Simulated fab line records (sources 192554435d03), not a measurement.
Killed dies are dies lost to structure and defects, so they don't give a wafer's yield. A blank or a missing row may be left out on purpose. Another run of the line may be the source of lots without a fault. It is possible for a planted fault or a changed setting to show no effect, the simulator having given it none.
What tool caused it? | flow n5_finfet | 8 lots with 23 wafers sampled at 5 steps, on a route of 1938 steps

## WHAT THE GAUGES SHOWED, per wafer
N5_FIN_SAQP_INSPECT_40: inspects for defects (brightfield).
lot  | measured    | on                | raw_defect_count
L452 | day 3 20:43 | defect_inspect-01 | 87 102 107
L456 | day 4 20:44 | defect_inspect-01 | 198 188 240
L457 | day 5 01:44 | defect_inspect-01 | 237 120
L458 | day 5 10:08 | defect_inspect-01 | 175 762 928
L459 | day 5 15:34 | defect_inspect-01 | 124 165 182
L460 | day 5 20:46 | defect_inspect-01 | 724 811 213
L461 | day 6 03:42 | defect_inspect-01 | 205 159 153
L467 | day 7 13:52 | defect_inspect-01 | 236 289 219

## WHICH TOOL RAN EACH LOT (tool, then ch and the chambers of the sampled wafers, then the start)
lot  | N5_FIN_SAQP_RECESS_75             | N5_FIN_SAQP_SPACER1_ETCHBACK_25   | N5_FIN_SAQP_ETCH_57               | N5_FIN_SAQP_STRIP_77
L452 | vapor_etch-01 ch 0,1, day 3 17:19 | rie_diel-02 ch 2,3, day 3 18:18   | rie_diel-06 ch 2,3, day 3 18:32   | rie_diel-02 ch 0,1, day 3 20:16
L456 | vapor_etch-02 ch 0,1, day 4 17:05 | rie_diel-05 ch 1,2,3, day 4 18:25 | rie_diel-02 ch 1,2,3, day 4 18:40 | rie_diel-05 ch 0,1,3, day 4 20:18
L457 | vapor_etch-02 ch 0,1, day 4 22:11 | rie_diel-02 ch 0,3, day 4 23:17   | rie_diel-05 ch 2,3, day 4 23:32   | rie_diel-05 ch 2,3, day 5 01:17
L458 | vapor_etch-02 ch 0,1, day 5 05:46 | rie_diel-05 ch 0,1,2, day 5 06:52 | rie_diel-06 ch 0,3, day 5 07:07   | rie_diel-02 ch 0,1, day 5 09:41
L459 | vapor_etch-01 ch 0,1, day 5 12:02 | rie_diel-06 ch 2,3, day 5 13:08   | rie_diel-06 ch 1,2, day 5 13:23   | rie_diel-05 ch 2,3, day 5 15:08
L460 | vapor_etch-02 ch 0,1, day 5 16:57 | rie_diel-02 ch 0,2, day 5 18:03   | rie_diel-02 ch 0,1,3, day 5 18:19 | rie_diel-02 ch 0,1,2, day 5 20:19
L461 | vapor_etch-01 ch 0,1, day 5 23:07 | rie_diel-02 ch 1,2, day 6 00:13   | rie_diel-02 ch 0,1,2, day 6 00:28 | rie_diel-02 ch 1,2,3, day 6 03:15
L467 | vapor_etch-01 ch 0,1, day 7 10:17 | rie_diel-05 ch 1,2, day 7 11:16   | rie_diel-02 ch 0,2,3, day 7 11:35 | rie_diel-02 ch 2,3, day 7 13:25
- N5_FIN_SAQP_RECESS_75: chemistry HF/NH3, target SiO2, target depth 14.4 nm, afs cycles 3, sublimation time 60 s.
- N5_FIN_SAQP_SPACER1_ETCHBACK_25: etches SiO2 in CHF3/O2, target depth 24.4 nm, time 12.2 s.
- N5_FIN_SAQP_ETCH_57: etches SiNx in CH3F/O2, target depth 32.5 nm, time 46.4 s.
- N5_FIN_SAQP_STRIP_77: strips in N2/H2, time 90 s.

## THE ANSWER, worked out from the rows above alone
Rule: what is usual is taken from the lots themselves. Put in order of their means at a reading, lots are off if they are a third of the lots or fewer, leave a main group of 4 or more, and stand apart from it by a gap of 3 or more times the standard deviation of the main group's means; of several such gaps the widest counts. Not used: any main group whose means are identical at the precision the tables above print for the reading. A lot without any number at a reading at which 4 lots or more have one is off too. Any other lot the step has rows for is counted as sound.
Off, at N5_FIN_SAQP_INSPECT_40 on raw_defect_count: L458, L460. The main group: mean 177, standard deviation 46.
A tool fits if, at a process step before that reading, it ran every lot that is off, and no sound lot after the first of them. The gauges at N5_FIN_SAQP_INSPECT_40 are tried like those tools. One fits: vapor_etch-02 at N5_FIN_SAQP_RECESS_75. Its last sound lot is L457 (day 4 22:11), its first lot that is off L458 (day 5 05:46): a fault that began between those two fits.

## WHAT THE SIMULATOR HAD PUT IN
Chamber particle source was vapor_etch-02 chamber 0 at N5_FIN_SAQP_RECESS_75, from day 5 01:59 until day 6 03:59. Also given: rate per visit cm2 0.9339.
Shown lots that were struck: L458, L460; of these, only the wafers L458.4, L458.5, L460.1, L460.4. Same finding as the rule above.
